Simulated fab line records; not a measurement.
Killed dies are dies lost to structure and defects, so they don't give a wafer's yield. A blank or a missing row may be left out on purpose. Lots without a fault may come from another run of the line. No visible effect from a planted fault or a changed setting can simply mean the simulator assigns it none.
What tool caused it? | flow nandHarc | Sampling: 11 lots, 33 wafers, 5 of 1302 route steps

== WHAT THE GAUGES SHOWED, per wafer ==
NHARC_END_SORT_01. Usual: killedAtArray 58, standard deviation 20; killedAtOther 0.8, standard deviation 1; killedAtPeriphery 4.6, standard deviation 2.8; killedDies 63, standard deviation 19; killedOpen 3.4, standard deviation 2; killedShort 2.4, standard deviation 1.8.
lot  | measured     | on        | killedAtArray | killedAtOther | killedAtPeriphery | killedDies | killedOpen | killedShort | flag
L770 | day 31 06:33 | prober-02 | 33 671 26     | 1 2 2         | 3 4 6             | 37 677 34  | 2 5 4      | 2 3 2       | OFF
L769 | day 30 06:06 | prober-02 | 672 75 97     | 0 2 0         | 4 6 0             | 676 83 97  | 5 9 3      | 1 0 1       | OFF

== TOOL THAT RAN EACH LOT (tool first, then ch and the chambers of the sampled wafers, then the start) ==
lot  | NHARC_A_CHANNEL_HOLE_D1_ETCH_19 | NHARC_A_CHANNEL_HOLE_D1_ETCH_22 | NHARC_A_CHANNEL_HOLE_D1_ETCH_33 | NHARC_A_CHANNEL_HOLE_D1_ETCH_44
L756 | harEtch-02 ch 0,1, day 9 18:33  | harEtch-02 ch 0,1, day 9 19:34  | harEtch-02 ch 0,1, day 9 22:31  | rieDiel-06 ch 0,3, day 9 23:13
L759 | harEtch-01 ch 0,1, day 9 20:53  | harEtch-01 ch 0,1, day 9 21:50  | harEtch-01 ch 0,1, day 10 00:52 | rieDiel-09 ch 2,3, day 10 01:35
L758 | harEtch-02 ch 1, day 9 22:40    | harEtch-02 ch 1, day 9 23:37    | harEtch-02 ch 1, day 10 02:38   | rieDiel-09 ch 0,1,3, day 10 03:22
L762 | harEtch-02 ch 0,1, day 10 22:11 | harEtch-02 ch 0,1, day 10 23:12 | harEtch-02 ch 0,1, day 11 02:11 | rieDiel-09 ch 0,1,3, day 11 02:53
L763 | harEtch-01 ch 0,1, day 11 18:17 | harEtch-01 ch 0,1, day 11 19:18 | harEtch-01 ch 0,1, day 11 22:17 | rieDiel-09 ch 0,3, day 11 23:06
L768 | harEtch-01 ch 1, day 13 11:20   | harEtch-01 ch 1, day 13 12:16   | harEtch-01 ch 1, day 13 15:20   | rieDiel-09 ch 1,2,3, day 13 16:03
L770 | harEtch-01 ch 0,1, day 14 19:44 | harEtch-01 ch 0,1, day 14 20:36 | harEtch-01 ch 0,1, day 14 23:43 | rieDiel-09 ch 0,1,3, day 15 00:28
L769 | harEtch-02 ch 0,1, day 14 20:38 | harEtch-02 ch 0,1, day 14 21:29 | harEtch-02 ch 0,1, day 15 00:35 | rieDiel-09 ch 0,1,3, day 15 01:21
L772 | harEtch-01 ch 0,1, day 15 06:09 | harEtch-01 ch 0,1, day 15 07:01 | harEtch-01 ch 0,1, day 15 10:08 | rieDiel-02 ch 1,2,3, day 15 10:54
L778 | harEtch-01 ch 0,1, day 17 17:23 | harEtch-01 ch 0,1, day 17 18:25 | harEtch-01 ch 0,1, day 17 21:23 | rieDiel-06 ch 0,1, day 17 22:11
L779 | harEtch-01 ch 1, day 18 01:41   | harEtch-01 ch 1, day 18 02:38   | harEtch-01 ch 1, day 18 05:41   | rieDiel-09 ch 0,1,2, day 18 06:27
- NHARC_A_CHANNEL_HOLE_D1_ETCH_19: etches the open film in C4F8/O2/Ar, time 34.5 s.
- NHARC_A_CHANNEL_HOLE_D1_ETCH_22: etches the open film in C4F8/O2/Ar, time 666.7 s, target depth 1600 nm.
- NHARC_A_CHANNEL_HOLE_D1_ETCH_33: etches the open film in C4F8/O2/Ar, time 90 s, target depth 400 nm.
- NHARC_A_CHANNEL_HOLE_D1_ETCH_44: etches the open film in CF4/O2, target depth 140 nm, overetch 14 nm, time 77 s.

== AS READ BY THE TOOLS THEMSELVES (means over the sampled wafers that have a number; for cases with no such wafer, the mark the record gives instead) ==
NHARC_A_CHANNEL_HOLE_D1_ETCH_19. Usual: drypumpMotorCurrentA 5.5 A, standard deviation 0.6; runLengthS 35.53 s, standard deviation 0.28; showerheadPlenumPTorr 3.70 Torr, standard deviation 0.079; throttleValvePct 37.038 %, standard deviation 0.0095.
lot  | tool       | drypumpMotorCurrentA (A) | runLengthS (s) | showerheadPlenumPTorr (Torr) | throttleValvePct (%) | flag
L756 | harEtch-02 | 5.4                      | 35.93          | 3.81                         | 37.038               | 
L759 | harEtch-01 | 5.3                      | 35.28          | 3.66                         | 37.029               | 
L758 | harEtch-02 | 4.9                      | 35.82          | 3.81                         | 37.035               | 
L762 | harEtch-02 | 5.4                      | 35.82          | 3.80                         | 37.036               | 
L763 | harEtch-01 | 5.2                      | 35.39          | 3.65                         | 37.036               | 
L768 | harEtch-01 | 5.0                      | 35.43          | 3.62                         | 37.038               | 
L770 | harEtch-01 | 5.3                      | 35.33          | 3.62                         | 37.041               | 
L769 | harEtch-02 | 5.4                      | 35.62          | 3.77                         | 37.038               | 
L772 | harEtch-01 | 5.3                      | 35.48          | 3.62                         | 37.031               | 
L778 | harEtch-01 | 5.6                      | 35.25          | 3.60                         | 37.027               | 
L779 | harEtch-01 | 5.0                      | 35.35          | 3.58                         | 37.034               | 

NHARC_A_CHANNEL_HOLE_D1_ETCH_22. Usual: drypumpMotorCurrentA 5.5 A, standard deviation 0.6; runLengthS 651.75 s, standard deviation 0.26; showerheadPlenumPTorr 3.66 Torr, standard deviation 0.076; throttleValvePct 32.156 %, standard deviation 0.008.
lot  | tool       | drypumpMotorCurrentA (A) | runLengthS (s) | showerheadPlenumPTorr (Torr) | throttleValvePct (%) | flag
L756 | harEtch-02 | 5.4                      | 651.70         | 3.76                         | 32.159               | 
L759 | harEtch-01 | 5.3                      | 651.70         | 3.62                         | 32.152               | 
L758 | harEtch-02 | 4.9                      | 651.70         | 3.76                         | 32.159               | 
L762 | harEtch-02 | 5.4                      | 651.70         | 3.75                         | 32.155               | 
L763 | harEtch-01 | 5.3                      | 651.70         | 3.61                         | 32.151               | 
L768 | harEtch-01 | 5.0                      | 651.70         | 3.58                         | 32.153               | 
L770 | harEtch-01 | 5.3                      | 651.70         | 3.59                         | 32.158               | 
L769 | harEtch-02 | 5.4                      | 651.70         | 3.72                         | 32.152               | 
L772 | harEtch-01 | 5.3                      | 651.70         | 3.58                         | 32.158               | 
L778 | harEtch-01 | 5.6                      | 651.70         | 3.56                         | 32.152               | 
L779 | harEtch-01 | 4.9                      | 651.70         | 3.55                         | 32.149               | 

NHARC_A_CHANNEL_HOLE_D1_ETCH_33. Usual: drypumpMotorCurrentA 5.5 A, standard deviation 0.6; runLengthS 121.13 s, standard deviation 0.29; showerheadPlenumPTorr 3.70 Torr, standard deviation 0.078; throttleValvePct 27.622 %, standard deviation 0.0098.
lot  | tool       | drypumpMotorCurrentA (A) | runLengthS (s) | showerheadPlenumPTorr (Torr) | throttleValvePct (%) | flag
L756 | harEtch-02 | 5.4                      | 121.19         | 3.80                         | 27.622               | 
L759 | harEtch-01 | 5.3                      | 120.88         | 3.66                         | 27.617               | 
L758 | harEtch-02 | 4.9                      | 121.20         | 3.80                         | 27.624               | 
L762 | harEtch-02 | 5.4                      | 121.32         | 3.79                         | 27.629               | 
L763 | harEtch-01 | 5.3                      | 121.00         | 3.64                         | 27.612               | 
L768 | harEtch-01 | 5.0                      | 121.25         | 3.62                         | 27.619               | 
L770 | harEtch-01 | 5.3                      | 120.95         | 3.62                         | 27.612               | 
L769 | harEtch-02 | 5.4                      | 121.53         | 3.76                         | 27.624               | 
L772 | harEtch-01 | 5.3                      | 121.02         | 3.62                         | 27.620               | 
L778 | harEtch-01 | 5.6                      | 120.86         | 3.59                         | 27.620               | 
L779 | harEtch-01 | 5.0                      | 121.12         | 3.58                         | 27.624               | 

NHARC_A_CHANNEL_HOLE_D1_ETCH_44. Usual: drypumpMotorCurrentA 6.0 A, standard deviation 0.34; oesProductAu 1.001 a.u., standard deviation 0.0098; rfVppV 197.7 V, standard deviation 1.4; runLengthS 98.4 s, standard deviation 0.37; showerheadPlenumPTorr 1.33 Torr, standard deviation 0.058; throttleValvePct 13.397 %, standard deviation 0.0077.
lot  | tool       | drypumpMotorCurrentA (A) | oesProductAu (a.u.) | rfVppV (V) | runLengthS (s) | showerheadPlenumPTorr (Torr) | throttleValvePct (%) | flag
L756 | rieDiel-06 | 5.6                      | 0.987               | 196.6      | 98.1           | 1.28                         | 13.397               | 
L759 | rieDiel-09 | 6.4                      | 1.009               | 198.1      | 98.4           | 1.35                         | 13.399               | 
L758 | rieDiel-09 | 6.0                      | 0.999               | 197.5      | 98.7           | 1.31                         | 13.391               | 
L762 | rieDiel-09 | 6.0                      | 0.998               | 197.8      | 98.4           | 1.31                         | 13.407               | 
L763 | rieDiel-09 | 5.9                      | 1.008               | 196.9      | 98.6           | 1.28                         | 13.394               | 
L768 | rieDiel-09 | 6.3                      | 1.007               | 198.1      | 98.6           | 1.34                         | 13.403               | 
L770 | rieDiel-09 | 6.0                      | 0.998               | 196.5      | 95.0           | 1.31                         | 13.393               | OFF
L769 | rieDiel-09 | 6.0                      | 1.011               | 197.6      | 95.2           | 1.31                         | 13.400               | OFF
L772 | rieDiel-02 | 6.0                      | 1.008               | 196.8      | 98.2           | 1.30                         | 13.391               | 
L778 | rieDiel-06 | 5.4                      | 0.999               | 197.7      | 98.1           | 1.35                         | 13.394               | 
L779 | rieDiel-09 | 6.1                      | 0.994               | 198.4      | 98.3           | 1.36                         | 13.397               | 

== THE ANSWER, worked out from the rows above alone ==
Rule: a lot counts as off when the mean over its wafers that have a number is more than 3 standard deviations away from the usual mean. A lot without any number at a reading at which 4 lots or more have one is off too. Where the step has rows for the other lots, those lots are counted as sound. The gauges are gone through in route order, then the tools' own readings, and for those a lot's mean is taken as printed above. The first step at which some lot is off is used, and at that step the reading that is off furthest; a lot without a number counts as furthest.
Off at NHARC_END_SORT_01 (killedDies): L770, L769. Neither off nor sound, because the step has no rows for them: L756, L759, L758, L762, L763, L768, L772, L778, L779.
A tool fits if, at a process step before that reading, it ran every lot that is off, and no sound lot after the first of them. The gauges at NHARC_END_SORT_01 aren't tried: what is off there is off at NHARC_A_CHANNEL_HOLE_D1_ETCH_44 too, on other tools, and a gauge's error can't cause that. One fits: NHARC_A_CHANNEL_HOLE_D1_ETCH_44 on rieDiel-09. It ran no sound lot before its first lot that is off in this sample, so the start can't be narrowed down.

== WHAT THE SIMULATOR HAD INSERTED ==
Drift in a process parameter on rieDiel-09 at NHARC_A_CHANNEL_HOLE_D1_ETCH_44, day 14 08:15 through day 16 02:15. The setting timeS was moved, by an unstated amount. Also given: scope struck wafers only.
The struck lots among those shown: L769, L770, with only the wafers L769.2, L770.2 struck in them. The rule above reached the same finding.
